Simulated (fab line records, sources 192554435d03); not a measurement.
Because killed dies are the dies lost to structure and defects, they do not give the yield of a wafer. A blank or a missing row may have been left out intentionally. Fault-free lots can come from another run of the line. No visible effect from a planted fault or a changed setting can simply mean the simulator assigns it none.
fab line records + flow n5_finfet
record:
- lots: 4
- wafers: 10
- last_day: 17
route steps=1938 shown SD_EPI_N@263 BEOL_M4@1111
lots that met no fault: taken from a fault-free run of the same line
start_h: hours from the record's first day to the start of the lot's first wafer shown + wait_h: hours from the lot's prior step to this one + " identical to the entry in the row above + L1.1+2: a row that stands for several wafers + - no value present, or no start provided + * or withheld: withheld + < > ~ a bound
route shown NAME@n: a module of which the file shows steps, and the number in the route of the first + usual: the fault-free wafers' mean and standard deviation + same: alike in all rows + chamber/n: place in a boat + sites: the reading at each site + _std_site: standard deviation across them + _edge_site: outer sites' mean less inner sites' + radius_mm: for every site, how far away it sits from the centre of the wafer + mask NAME#n: copy n + behind: tool/chamber where the wafer was last shaped + hold: why the lot was held/for how many hours/how that ended + device: the transistor (n, p or np) that didn't switch + end of line: tests of these same wafers at the route's end + a step with no rows: only its recipe + killed: not the wafer's yield, but the dies lost to structure and defects at the first sort + map: shows each die of a wafer: x if killed, . if not, _ if none is there
set.NAME: the setting that was run; set.NAME@STEP: the one run at that earlier step + model.NAME: the simulator's own value behind a step, which no gauge read
lots seen at some steps along the route; tables by step, rows by wafer
services: a tool's chamber out of use, with start hour (start_h, from the record's first day; less than 0 if before it), hours out, and reason
== steps ==
step: N5_SD_EPI_N_COAT_33
recipe:
- resist: SiARC
- temp_c: 220
- time_s: 60
- spin_rpm: 1500
- resist_thk_nm: 35
step: N5_SD_EPI_N_COAT_03
recipe:
- resist: CAR-ArF-block
- spin_rpm: 1500
- resist_thk_nm: 150
step: N5_SD_EPI_N_EBR_05
recipe:
- solvent: PGMEA
- ebr_width_mm: 1.5
step: N5_SD_EPI_N_SOFTBAKE_04
recipe:
- temp_c: 110
- time_s: 60
- resist: CAR-ArF-block
step: N5_SD_EPI_N_EXPOSE_06
recipe:
- mask_id: SD_N_BLK
- na: 1.35
- source_shape: conventional
- sigma_outer: 0.8
- polarization: unpolarized
- target_cd_nm: 120
- dose_mj: 39.75
step: N5_SD_EPI_N_PEB_07
recipe:
- peb_temp_c: 110
- peb_time_s: 60
- resist: CAR-ArF-block
step: N5_SD_EPI_N_DEVELOP_08
recipe:
- develop_time_s: 30
- developer: TMAH
- resist: CAR-ArF-block
- dev_temp_c: 23
- rinse_liquid: diw
- dry: air_spin
step: N5_SD_EPI_N_DESCUM_14
recipe:
- chemistry: O2
- time_s: 7.9
- source_power_w: 50
- bias_power_w: 20
- pressure_mtorr: 20
- rf_frequency_hz: 2.712e+07
- temp_c: 40
- resist: CAR-ArF-block
- o2_flow_sccm: 225
step: N5_SD_EPI_N_ETCH_34
recipe:
- chemistry: CF4
- target: SiARC
- target_depth_a: 455
- mask_material: CAR-ArF-block
- time_s: 75.8
- ion_energy_ev: 80
- pressure_mtorr: 40
- source_w: 545
- bias_w: 36
- Ar_flow_sccm: 100
- cf4_flow_sccm: 100
- ends: cleared
step: N5_SD_EPI_N_ETCH_35
recipe:
- chemistry: N2/H2
- target: SOC
- overetch_a: 1080
- mask_material: SiARC
- temp_c: 40
- ion_energy_ev: 100
- source_w: 3000
- bias_w: 133
- pressure_mtorr: 20
- time_s: 486
- n2_flow_sccm: 200
- h2_flow_sccm: 200
usual:
- drypump_motor_current_A: 6.0/0.49
- oes_product_au: 0.70/0.059
- rf_fwd_power_W: 2995/8.7
- rf_vpp_V: 240.8/1.3
- showerhead_plenum_p_Torr: 2.55/0.086
- throttle_valve_pct: 23.63/0.27
| lot.wafer | tool        | chamber | start_h | wait_h | drypump_motor_current_A | oes_product_au | rf_fwd_power_W | rf_hours_counter_h | rf_vpp_V | showerhead_plenum_p_Torr | throttle_valve_pct | model.SD_EPI_N.cd_nm | model.SiARC_of_SD_EPI_N_COAT_33.thk_nm |
|-----------|-------------|---------|---------|--------|-------------------------|----------------|----------------|--------------------|----------|--------------------------|--------------------|----------------------|----------------------------------------|
| L435.1    | rie_diel-05 | 0       | 131.04  | 0.0    | 5.6                     | 0.76           | 2988           | 68                 | 241.6    | 2.46                     | 23.25              | 119.8                | 20.4                                   |
| L435.2    | "           | 3       | "       | "      | 5.6                     | 0.71           | 3011           | 107                | 242.5    | 2.66                     | 23.62              | 121.8                | 19.8                                   |
| L435.5    | "           | 2       | "       | "      | 6.6                     | 0.72           | 3000           | -                  | 241.8    | 2.55                     | 23.54              | 121.4                | 20                                     |
| L439.2    | rie_diel-05 | 3       | 152.74  | 0.0    | 5.6                     | 0.71           | 3010           | 116                | 241.3    | 2.66                     | 23.62              | 121                  | 20                                     |
| L439.4    | "           | 1       | "       | "      | 6.3                     | 0.62           | 3704           | 244                | 224.4    | 2.61                     | 23.70              | 123                  | 17.4                                   |
| L439.5    | "           | 2       | "       | "      | 6.6                     | 0.71           | 3001           | -                  | 240.9    | 2.55                     | 23.57              | 120                  | 20.2                                   |
| L440.1    | rie_diel-05 | 1       | 157.71  | 0.0    | 6.2                     | 0.62           | 3697           | 247                | 224.7    | 2.60                     | 23.67              | 123.4                | 17.4                                   |
| L445.1    | rie_diel-04 | 1       | 191.77  | 0.0    | 5.7                     | 0.69           | 2983           | 135                | 241.0    | 2.54                     | 24.16              | 120                  | 19.6                                   |
| L445.4    | "           | 1       | "       | "      | 5.7                     | 0.68           | 2989           | -                  | 240.6    | 2.54                     | 24.16              | 120.2                | 19.4                                   |
| L445.6    | "           | 0       | "       | "      | 6.6                     | 0.63           | 2990           | -                  | 239.3    | 2.40                     | 23.58              | 118.4                | 20                                     |
step: N5_SD_EPI_N_STRIP_36
recipe:
- chemistry: N2/H2
- temp_c: 40
- n2_flow_sccm: 200
- h2_flow_sccm: 200
- rf_frequency_hz: 6e+07
step: N5_SD_EPI_N_ETCHBACK_44
recipe:
- chemistry: CH3F/O2
- mode: anisotropic_etchback
- target: SiNx
- target_depth_a: 145
- stop_on: SiO2
- over_etch_frac: 0.3
- ion_energy_ev: 120
- pressure_mtorr: 30
- source_w: 395
- bias_w: 73
- Ar_flow_sccm: 150
- CH3F_flow_sccm: 30
- O2_flow_sccm: 20
step: N5_SD_EPI_N_ETCH_45
recipe:
- chemistry: CH3F/O2
- target: SiOCN
- target_depth_a: 60
- mask_material: SOC
- ion_energy_ev: 60
- bias_w: 29
- pressure_mtorr: 15
- source_w: 410
- Ar_flow_sccm: 150
- CH3F_flow_sccm: 30
- O2_flow_sccm: 20
step: N5_SD_EPI_N_ETCH_16
recipe:
- chemistry: CHF3/O2
- target: SiO2
- target_depth_a: 50
- mask_material: SOC
- pressure_mtorr: 30
- source_w: 650
- bias_w: 170
- Ar_flow_sccm: 200
- CHF3_flow_sccm: 50
- O2_flow_sccm: 5
- ion_energy_ev: 200
usual:
- drypump_motor_current_A: 6.0/0.49
- oes_product_au: 0.77/0.067
- rf_fwd_power_W: 643.2/2.7
- rf_vpp_V: 525/4.5
- showerhead_plenum_p_Torr: 2.42/0.082
- throttle_valve_pct: 18.87/0.17
| lot.wafer | tool        | chamber | start_h | wait_h | drypump_motor_current_A | oes_product_au | rf_fwd_power_W | rf_hours_counter_h | rf_vpp_V | showerhead_plenum_p_Torr | throttle_valve_pct | model.SiARC_of_SD_EPI_N_COAT_33.thk_nm |
|-----------|-------------|---------|---------|--------|-------------------------|----------------|----------------|--------------------|----------|--------------------------|--------------------|----------------------------------------|
| L435.1    | rie_diel-05 | 0       | 131.57  | 0.1    | 5.6                     | 0.84           | 640.2          | 68                 | 529      | 2.34                     | 18.69              | 13.2                                   |
| L435.2    | "           | 3       | "       | "      | 5.6                     | 0.80           | 647.7          | 107                | 524      | 2.54                     | 19.00              | 12.6                                   |
| L435.5    | "           | 2       | "       | "      | 6.6                     | 0.79           | 638.2          | -                  | 523      | 2.42                     | 18.89              | 12.8                                   |
| L439.2    | rie_diel-05 | 3       | 153.26  | 0.1    | 5.6                     | 0.78           | 649.4          | 116                | 524      | 2.53                     | 19.01              | 12.6                                   |
| L439.4    | "           | 1       | "       | "      | 6.3                     | 0.69           | 647.9          | 244                | 534      | 2.48                     | 19.00              | 10.2                                   |
| L439.5    | "           | 2       | "       | "      | 6.6                     | 0.78           | 642.1          | -                  | 521      | 2.42                     | 18.90              | 13                                     |
| L440.1    | rie_diel-05 | 1       | 158.24  | 0.1    | 6.3                     | 0.69           | 641.3          | 247                | 535      | 2.48                     | 19.00              | 10                                     |
| L445.1    | rie_diel-04 | 1       | 192.29  | 0.1    | 5.7                     | 0.78           | 643.4          | 136                | 525      | 2.41                     | 19.15              | 12                                     |
| L445.4    | "           | 1       | "       | "      | 5.7                     | 0.78           | 641.3          | -                  | 525      | 2.41                     | 19.15              | 12                                     |
| L445.6    | "           | 0       | "       | "      | 6.6                     | 0.69           | 642.6          | -                  | 523      | 2.28                     | 18.74              | 12.8                                   |
step: N5_SD_EPI_N_STRIP_47
recipe:
- chemistry: CHF3/O2
- resist: SiARC
- rf_frequency_hz: 6e+07
step: N5_SD_EPI_N_SD_RECESS_17
recipe:
- chemistry: HBr/Cl2/O2
- target_depth_a: 410
- mask_material: SOC
- time_s: 23.7
- bt_time_s: 3
- pressure_mtorr: 10
- icp_w: 800
- bias_w: 112
- HBr_flow_sccm: 150
- Cl2_flow_sccm: 80
- O2_flow_sccm: 12
usual:
- HBr_flow_sccm: 150.1/0.45
- drypump_motor_current_A: 5.9/0.4
- he_backside_leak_sccm: 2.8/0.35
- oes_product_au: 1.001/0.012
- rf_fwd_power_W: 795.8/2.7
- throttle_valve_pct: 37.04/0.27
| lot.wafer | tool      | chamber | start_h | wait_h | HBr_flow_sccm | drypump_motor_current_A | he_backside_leak_sccm | oes_product_au | rf_fwd_power_W | rf_hours_counter_h | throttle_valve_pct | model.SD_EPI_N.cd_nm |
|-----------|-----------|---------|---------|--------|---------------|-------------------------|-----------------------|----------------|----------------|--------------------|--------------------|----------------------|
| L435.1    | rie_si-04 | 0       | 131.64  | 0.0    | 150.2         | 6.3                     | 3.0                   | 1.008          | 793.1          | 87                 | 36.79              | 120                  |
| L435.2    | "         | 3       | "       | "      | 150.2         | 6.1                     | 2.4                   | 0.999          | 797.2          | 38                 | 37.09              | 121.8                |
| L435.5    | "         | 3       | "       | "      | 150.7         | 6.1                     | 2.3                   | 1.004          | 798.2          | -                  | 37.08              | 121.2                |
| L439.2    | rie_si-04 | 1       | 153.33  | 0.0    | 149.9         | 5.5                     | 3.1                   | 1.002          | 796.9          | 82                 | 37.43              | 121.2                |
| L439.4    | "         | 3       | "       | "      | 150.3         | 6.1                     | 2.5                   | 1.003          | 796.8          | 38                 | 37.08              | 123.2                |
| L439.5    | "         | 0       | "       | "      | 149.3         | 6.3                     | 2.8                   | 1.012          | 794.3          | -                  | 36.76              | 120                  |
| L440.1    | rie_si-03 | 0       | 158.31  | 0.0    | 150.4         | 5.8                     | 3.2                   | 0.991          | 789.7          | 10                 | 37.08              | 123.2                |
| L445.1    | rie_si-02 | 0       | 192.37  | 0.0    | 149.8         | 5.3                     | 2.5                   | 0.987          | 791.8          | 110                | 36.86              | 120                  |
| L445.4    | "         | 1       | "       | "      | 150.3         | 5.7                     | 3.1                   | 1.030          | 794.0          | 7                  | 37.24              | 120                  |
| L445.6    | "         | 2       | "       | "      | 150.3         | 5.6                     | 2.3                   | 0.998          | 796.6          | -                  | 36.93              | 118.2                |
step: N5_SD_EPI_N_STRIP_38
recipe:
- chemistry: N2/H2
- power_w: 1000
- temp_c: 250
- h2_frac: 0.65
- overash_fraction: 0.3
- pressure_mtorr: withheld
- n2_flow_sccm: 1750
- h2_flow_sccm: 3250
step: N5_BEOL_M4_RC_MEAS_101
usual:
- DIBL_N: 36.3/1.2
- DIBL_P: 36.1/1.6
- IOFF_N: 0.161/0.023
- IOFF_P: 0.209/0.027
- ION_N: 676/8.9
- ION_P: 462/5.3
- SS_N: 71.5/0.51
- SS_P: 73.2/0.5
- VT_N: 249.1/2.5
- VT_P: -249.9/2.8
| lot.wafer | tool      | chamber | start_h | wait_h | DIBL_N[mV/V] | DIBL_P[mV/V] | IOFF_N[nA/um] | IOFF_P[nA/um] | ION_N[uA/um] | ION_P[uA/um] | SS_N[mV/dec] | SS_P[mV/dec] | VT_N[mV] | VT_P[mV] |
|-----------|-----------|---------|---------|--------|--------------|--------------|---------------|---------------|--------------|--------------|--------------|--------------|----------|----------|
| L435.1    | prober-02 | 0       | 241.40  | 0.0    | 36.4         | 35.1         | 0.152         | 0.194         | 655          | 455          | 72.1         | 72.9         | 251.2    | -248.7   |
| L435.2    | "         | 0       | "       | "      | 35.6         | 34.5         | 0.137         | 0.185         | 660          | 454          | 71.6         | 72.6         | 250.5    | -252.4   |
| L435.5    | "         | 0       | "       | "      | 37.2         | 36.1         | 0.157         | 0.204         | 668          | 459          | 72.2         | 73.9         | 253.0    | -250.1   |
| L439.2    | prober-02 | 0       | 268.85  | 0.2    | 37.9         | 39.8         | 0.212         | 0.239         | 690          | 469          | 72.2         | 73.5         | 244.8    | -250.4   |
| L439.4    | "         | 0       | "       | "      | 36.1         | 37.9         | 0.167         | 0.207         | 691          | 469          | 71.4         | 73.0         | 246.9    | -252.0   |
| L439.5    | "         | 0       | "       | "      | 37.4         | 40.0         | 0.206         | 0.255         | 696          | 475          | 72.4         | 74.2         | 245.6    | -247.9   |
| L440.1    | prober-02 | 0       | 274.69  | 0.0    | 36.8         | 35.9         | 0.171         | 0.228         | 679          | 469          | 71.4         | 74.8         | 248.3    | -247.6   |
| L445.1    | prober-01 | 0       | 310.21  | 0.0    | 34.6         | 33.6         | 0.125         | 0.169         | 669          | 460          | 71.2         | 73.0         | 252.8    | -252.1   |
| L445.4    | "         | 0       | "       | "      | 35.6         | 34.4         | 0.136         | 0.179         | 672          | 460          | 71.8         | 73.0         | 252.2    | -250.3   |
| L445.6    | "         | 0       | "       | "      | 36.8         | 36.1         | 0.154         | 0.201         | 677          | 459          | 71.5         | 73.3         | 249.4    | -251.0   |
== services ==
| tool        | chamber | start_h | hours | kind                          |
|-------------|---------|---------|-------|-------------------------------|
| rie_si-02   | 1       | 115.06  | 2.8   | repair                        |
| rie_si-02   | 2       | 118.44  | 7.4   | repair                        |
| rie_diel-05 | 2       | 119.71  | 1.5   | repair                        |
| rie_si-04   | -       | 120.76  | 0.2   | repair                        |
| rie_si-03   | -       | 131.84  | 2.8   | pm                            |
| rie_si-03   | -       | 141.01  | 1.1   | repair                        |
| rie_diel-04 | 1       | 160.26  | 9.4   | repair                        |
| rie_diel-05 | 1       | 168.24  | -     | clean                         |
| rie_diel-05 | 1       | 168.24  | -     | consumable_replace:esc        |
| rie_diel-05 | 1       | 168.24  | -     | consumable_replace:focus_ring |
| rie_diel-05 | 1       | 168.24  | 23.1  | scheduled_down                |
| rie_diel-05 | 1       | 168.24  | 23.1  | vent_cycle                    |
| rie_diel-04 | 2       | 175.20  | -     | clean                         |
| rie_diel-04 | 2       | 175.20  | -     | consumable_replace:focus_ring |
| rie_diel-04 | 2       | 175.20  | 17.6  | scheduled_down                |
| rie_diel-04 | 2       | 175.20  | 17.6  | vent_cycle                    |
| rie_si-03   | 2       | 178.48  | 3.9   | repair                        |
== key ==
first_sign:
- step: N5_SD_EPI_N_ETCH_35
- reading: rf_fwd_power_W
- direction: up
- sigmas: 81
- usual: *
- struck: *
effect:
- step: N5_SD_EPI_N_ETCH_35
- reading: rf_vpp_V
- direction: down
- sigmas: 12
- usual: 240.8
- struck: 224.6
model_effect:
- step: N5_SD_EPI_N_ETCH_35
- value: SD_EPI_N.cd_nm
- without: 119.6
- struck: 123.2
model_effect:
- step: N5_SD_EPI_N_ETCH_16
- value: SiARC_of_SD_EPI_N_COAT_33.thk_nm
- without: 12.8
- struck: 10.1
model_effect:
- step: N5_SD_EPI_N_SD_RECESS_17
- value: SD_EPI_N.cd_nm
- without: 119.6
- struck: 123.2
met_at N5_SD_EPI_N_ETCH_35
struck_wafers L439.4,L440.1
earlier_fault:
- kind: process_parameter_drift
- tool: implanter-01
- chamber: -
- onset_h: 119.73
- steps: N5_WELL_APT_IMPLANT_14
- channel: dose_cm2
- offset: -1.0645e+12
- shape: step
- acts_in: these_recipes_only
- stated: 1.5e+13
fault:
- kind: process_parameter_drift
- tool: rie_diel-05
- chamber: 1
- onset_h: 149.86
- steps: N5_SD_EPI_N_ETCH_35
- channel: source_w
- offset: 720
- shape: step
- acts_in: these_recipes_only
- stated: 3000
